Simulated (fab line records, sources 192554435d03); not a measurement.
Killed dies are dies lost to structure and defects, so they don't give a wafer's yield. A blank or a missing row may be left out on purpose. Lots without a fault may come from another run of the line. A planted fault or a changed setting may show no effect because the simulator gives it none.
Which tool did it? | flow n5_finfet | 11 lots, 32 wafers sampled, at 3 steps of a route of 1938

WHAT THE GAUGES READ, wafer by wafer
N5_WELL_APT_CD_MEAS_08: target cd 200 nm. Usual: cd_nm 199.9 nm, standard deviation 2.1.
lot  | measured    | on        | cd_nm (nm)        | flag
L717 | day 2 01:34 | cd_sem-02 | 201.1 201.8 199.0 |
L719 | day 2 13:34 | cd_sem-03 | 198.4 200.5 196.5 |
L720 | day 2 19:42 | cd_sem-02 | 192.8 196.8 195.1 |
L721 | day 3 02:16 | cd_sem-03 | 200.5 200.8 200.6 |
L722 | day 3 08:02 | cd_sem-02 | 200.7 198.7 200.9 |
L724 | day 3 19:52 | cd_sem-03 | 192.5 198.6 192.5 |
L731 | day 5 13:34 | cd_sem-03 | 197.2 198.5 200.0 |
L733 | day 6 02:14 | cd_sem-02 | 196.6 193.9       |
L736 | day 6 19:34 | cd_sem-02 | 199.2 197.2 201.0 |
L737 | day 7 01:34 | cd_sem-02 | 200.6 201.5 201.1 |
L738 | day 7 07:46 | cd_sem-03 | 201.1 197.3 200.5 |

WHICH TOOL RAN EACH LOT (tool, then ch and the chambers of the sampled wafers, then the start)
lot  | N5_ZERO_LAYER_PECVD_02         | N5_WELL_APT_EXPOSE_05
L717 | pecvd-02 ch 1,2, day 2 00:17   | krf_scanner-01 ch 0, day 2 01:23
L719 | pecvd-02 ch 0,2, day 2 12:17   | krf_scanner-02 ch 0, day 2 13:23
L720 | pecvd-04 ch 1,2, day 2 18:17   | krf_scanner-02 ch 0, day 2 19:32
L721 | pecvd-02 ch 0,1,2, day 3 00:17 | krf_scanner-01 ch 0, day 3 02:05
L722 | pecvd-01 ch 0,1,2, day 3 06:17 | krf_scanner-01 ch 0, day 3 07:52
L724 | pecvd-01 ch 0,2, day 3 18:17   | krf_scanner-02 ch 0, day 3 19:42
L731 | pecvd-02 ch 0,1,2, day 5 12:17 | krf_scanner-01 ch 0, day 5 13:24
L733 | pecvd-04 ch 2, day 6 00:18     | krf_scanner-01 ch 0, day 6 02:04
L736 | pecvd-02 ch 0,1,2, day 6 18:17 | krf_scanner-02 ch 0, day 6 19:24
L737 | pecvd-01 ch 0,1,2, day 7 00:19 | krf_scanner-02 ch 0, day 7 01:24
L738 | pecvd-02 ch 1,2, day 7 06:17   | krf_scanner-02 ch 0, day 7 07:35
- N5_ZERO_LAYER_PECVD_02: deposits SiO2 from SiH4/N2O, target thk 10 nm, time 6 s.
- N5_WELL_APT_EXPOSE_05: exposes mask NWELL, defocus 0 nm, target cd 200 nm.

WHAT THE TOOLS THEMSELVES READ (means of the sampled wafers that have a number; where no wafer has one, the mark that the record gives instead)
N5_ZERO_LAYER_PECVD_02. Usual: heater_power_w 810 W, standard deviation 89; rf_fwd_power_W 272.7 W, standard deviation 0.9; showerhead_plenum_p_Torr 8.13 Torr, standard deviation 0.08.
lot  | tool     | heater_power_w (W) | rf_fwd_power_W (W) | showerhead_plenum_p_Torr (Torr) | flag
L717 | pecvd-02 | 875                | 272.2              | 8.12                            |
L719 | pecvd-02 | 875                | 272.9              | 8.11                            |
L720 | pecvd-04 | 840                | 272.6              | 8.03                            |
L721 | pecvd-02 | 793                | 273.1              | 8.16                            |
L722 | pecvd-01 | 780                | 272.4              | 8.19                            |
L724 | pecvd-01 | 743                | 272.7              | 8.18                            |
L731 | pecvd-02 | 800                | 272.7              | 8.15                            |
L733 | pecvd-04 | 850                | 272.5              | 8.11                            |
L736 | pecvd-02 | 758                | 273.3              | 8.16                            |
L737 | pecvd-01 | 762                | 271.8              | 8.18                            |
L738 | pecvd-02 | 738                | 272.5              | 8.16                            |

THE ANSWER, worked out from the rows above alone
Rule: a lot is off if the mean of its wafers that have a number lies more than 3 standard deviations from the usual mean. A lot without any number at a reading at which 4 lots or more have one is off too. The other lots that the step has rows for count as sound. The gauges are gone through in route order, then the tools' own readings, and for those a lot's mean is taken as printed above. The first step at which some lot is off is used, and at that step the reading that is off furthest; a lot without a number counts as furthest.
No lot is off at any reading shown: from this, nothing can be told.

WHAT THE SIMULATOR HAD PUT IN
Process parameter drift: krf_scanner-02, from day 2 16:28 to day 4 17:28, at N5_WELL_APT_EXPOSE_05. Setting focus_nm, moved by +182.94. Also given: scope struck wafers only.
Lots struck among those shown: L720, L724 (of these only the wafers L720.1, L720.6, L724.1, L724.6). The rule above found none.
